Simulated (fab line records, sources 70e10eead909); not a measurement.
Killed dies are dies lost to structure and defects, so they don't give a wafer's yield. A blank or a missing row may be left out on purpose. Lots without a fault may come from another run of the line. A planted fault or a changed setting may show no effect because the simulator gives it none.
Chamber matching | flow nand_harc | NHARC_P_M0_DESCUM_14 on rie_diel-01: 4 sister chambers
The step chemistry O2, time 3 s. 14 wafers are shown with their chamber, then 7 later ones without.

WAFERS WITH THEIR CHAMBER
wafer  | chamber | drypump_motor_current_A (A) | rf_vpp_V (V) | oes_product_au (a.u.)
L077.1 | 2       | 5.0                         | 58.5         | 1.002
L077.3 | 2       | 5.0                         | 58.4         | 0.990
L077.5 | 2       | 5.1                         | 59.1         | 0.998
L080.1 | 3       | 5.5                         | 56.8         | 1.002
L080.4 | 2       | 5.0                         | 58.5         | 1.006
L080.5 | 3       | 5.5                         | 58.0         | 0.999
L085.3 | 3       | 5.5                         | 56.8         | 0.990
L085.4 | 0       | 6.3                         | 57.7         | 1.003
L085.5 | 3       | 5.5                         | 57.6         | 1.006
L091.2 | 1       | 5.6                         | 57.7         | 1.001
L091.3 | 2       | 5.1                         | 58.3         | 1.007
L091.4 | 3       | 5.5                         | 57.1         | 0.984
L090.1 | 2       | 5.1                         | 58.2         | 1.006
L090.2 | 0       | 6.4                         | 58.2         | 1.000

SIGNATURES (means of the wafers above)
reading                 | chamber 0 | chamber 1 | chamber 2 | chamber 3 | scatter within a chamber
drypump_motor_current_A | 6.350     | 5.600     | 5.050     | 5.500     | 0.0447
rf_vpp_V                | 57.950    | 57.700    | 58.500    | 57.260    | 0.417
oes_product_au          | 1.00150   | 1.00100   | 1.00150   | 0.99620   | 0.00738
Rule: a wafer's distance from a chamber is the root of the sum, over the readings, of the square of ((its reading less the chamber's mean) divided by the reading's scatter). The wafer belongs to the nearest chamber; if the next one is less than 2 further off, it can't be placed. The scatter: the root of (the sum of the squares of (reading less its chamber's mean) over the shown wafers, divided by (wafers less chambers)).

WAFERS WITHOUT THEIR CHAMBER
wafer  | drypump_motor_current_A (A) | rf_vpp_V (V) | oes_product_au (a.u.)
L090.5 | 6.4                         | 58.4         | 0.997
L096.1 | 5.6                         | 58.3         | 0.990
L096.2 | 5.1                         | 57.0         | 0.995
L096.4 | 6.4                         | 57.6         | 1.000
L097.2 | 5.6                         | 57.5         | 1.002
L097.3 | 6.3                         | 57.8         | 1.007
L097.5 | 6.4                         | 57.9         | 0.997

WHICH CHAMBER EACH WENT THROUGH
wafer  | from the rows above     | in truth
L090.5 | 0                       | 0
L096.1 | can't be placed: 1 or 3 | 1
L096.2 | 2                       | 2
L096.4 | 0                       | 0
L097.2 | can't be placed: 1 or 3 | 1
L097.3 | 0                       | 0
L097.5 | 0                       | 0
Placed correctly: 5 of 7. Can't be placed from these rows: 2 (the true chamber is among the candidates in 2). Placed wrongly: 0.
